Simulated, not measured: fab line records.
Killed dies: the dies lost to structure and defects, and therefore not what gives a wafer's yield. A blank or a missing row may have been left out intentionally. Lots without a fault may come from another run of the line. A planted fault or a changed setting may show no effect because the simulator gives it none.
Struck lot and sound lot, side by side ; flow nand-harc ; 13 steps out of a route of 1302
Sound: wafers L717.2, L717.4, L717.5. Struck: wafer L726.4 (L726.2, L726.5, from the same lot, were not struck and are left out); the cause is given at the end.
Order at every step that has rows: each side's tool, ch and its chambers, its first start. Under that, the readings that differ: sound wafers ; struck wafers ; difference of the means ; sigmas: that difference in standard deviations of wafers without a fault.
alike: a reading whose means differ by less than 2 such deviations, as well as words and numbers matching on both sides. not compared: withheld readings; readings where some wafer has no value; bounds like >300 that might hide an equal value; numbers whose values overlap and for which the record gives no deviation.
A row with sigmas, a row that says differs or no value, or rows on one side alone: a step with any of these is where the two part. Numbers that have no deviation but don't overlap get no sigmas and don't part them. A reading missing from all wafers of one side parts the sides only when that side holds two or more wafers.

NHARC_A_WL_FILL_ALD_02: deposits TiN, target thk 2 nm, pulse time 3 s, ald cycles 100.
  sound on ald-metal-02 ch 1,2,3, day 22 09:35; struck on ald-metal-03 ch 1, day 26 06:07
  alike: heater-power-w, precursor-pulse-height-rel
  not compared: since-wet-clean-h
NHARC_A_WL_FILL_CVD_03: deposits W, target thk 40 nm, time 279 s.
  sound on cvd-w-01 ch 0,1, day 22 10:02; struck on cvd-w-02 ch 1, day 26 06:31
  alike: heater-power-w, throttle-valve-pct
  not compared: since-wet-clean-h
NHARC_A_WL_FILL_ETCHBACK_04: etches the open film in NF3, target depth 60 nm, time 120 s.
  sound on rie-metal-01 ch 1, day 22 10:24; struck on rie-metal-02 ch 1, day 26 06:55
  alike: chamber-pressure-mTorr, drypump-motor-current-A, he-backside-leak-sccm, oes-product-au
  not compared: rf-hours-counter-h
NHARC_A_WL_FILL_ETCHBACK_05: etches the open film in Cl2/BCl3, target depth 22 nm, time 60 s.
  sound on rie-metal-01 ch 0,1, day 22 10:41; struck on rie-metal-02 ch 1, day 26 07:08
reading;sound;struck;difference;sigmas
oes-product-au (a.u.);1.012 1.027 1.025;0.983;-0.038;-3
  alike: chamber-pressure-mTorr, drypump-motor-current-A, he-backside-leak-sccm
  not compared: rf-hours-counter-h
then, 6 steps without rows for these wafers: NHARC_A_WL_FILL_STRIP_27 (strips in N2/H2, time 20 s); NHARC_A_WL_FILL_STRIP_28 (strips in post etch residue remover, time 1200 s); NHARC_A_WL_FILL_PRECLEAN_06 (cleans in DIW, time 300 s); NHARC_A_WL_FILL_SRD_07; NHARC_A_WL_FILL_ANNEAL_08 (time 1800 s); NHARC_A_WL_FILL_ALD_10 (deposits SiO2, target thk 50 nm, pulse time 10 s, ald cycles 500).
NHARC_A_WL_FILL_ETCHBACK_16: etches the open film in C4F8/O2/Ar, target depth 120 nm, time 24 s.
  sound on rie-diel-06 ch 1,2, day 22 21:01; struck on rie-diel-03 ch 0, day 26 21:37
reading;sound;struck;difference;sigmas
rf-fwd-power-W (W);589 589 590;687;+98;+32
  alike: chamber-pressure-mTorr, oes-product-au, rf-vpp-V
  not compared: rf-hours-counter-h
NHARC_A_WL_FILL_STRIP_29: strips in O2, time 20 s.
  sound on rie-diel-06 ch 0,1, day 22 21:08; struck on rie-diel-03 ch 1, day 26 21:43
  alike: chamber-pressure-mTorr, drypump-motor-current-A, oes-product-au, rf-vpp-V, showerhead-plenum-p-Torr, throttle-valve-pct
  not compared: rf-hours-counter-h
-- record jumps: 4 days between struck wafers' starts before vs after; left off in module A_WL_FILL, resumes in module END, first step shown is number 1302 of the route --
NHARC_END_SORT_01:
  sound on prober-02 ch 0, day 26 12:16; struck on prober-01 ch 0, day 30 10:11
  alike: killed-at-array, killed-at-other, killed-at-periphery, killed-dies, killed-open, killed-short

## WHERE THEY PART
At NHARC_A_WL_FILL_ETCHBACK_05 first; at NHARC_A_WL_FILL_ETCHBACK_16 last (within this record only). Later steps at which nothing parts them and some readings are alike: NHARC_A_WL_FILL_STRIP_29, NHARC_END_SORT_01.

WHY: whatever the simulator had introduced
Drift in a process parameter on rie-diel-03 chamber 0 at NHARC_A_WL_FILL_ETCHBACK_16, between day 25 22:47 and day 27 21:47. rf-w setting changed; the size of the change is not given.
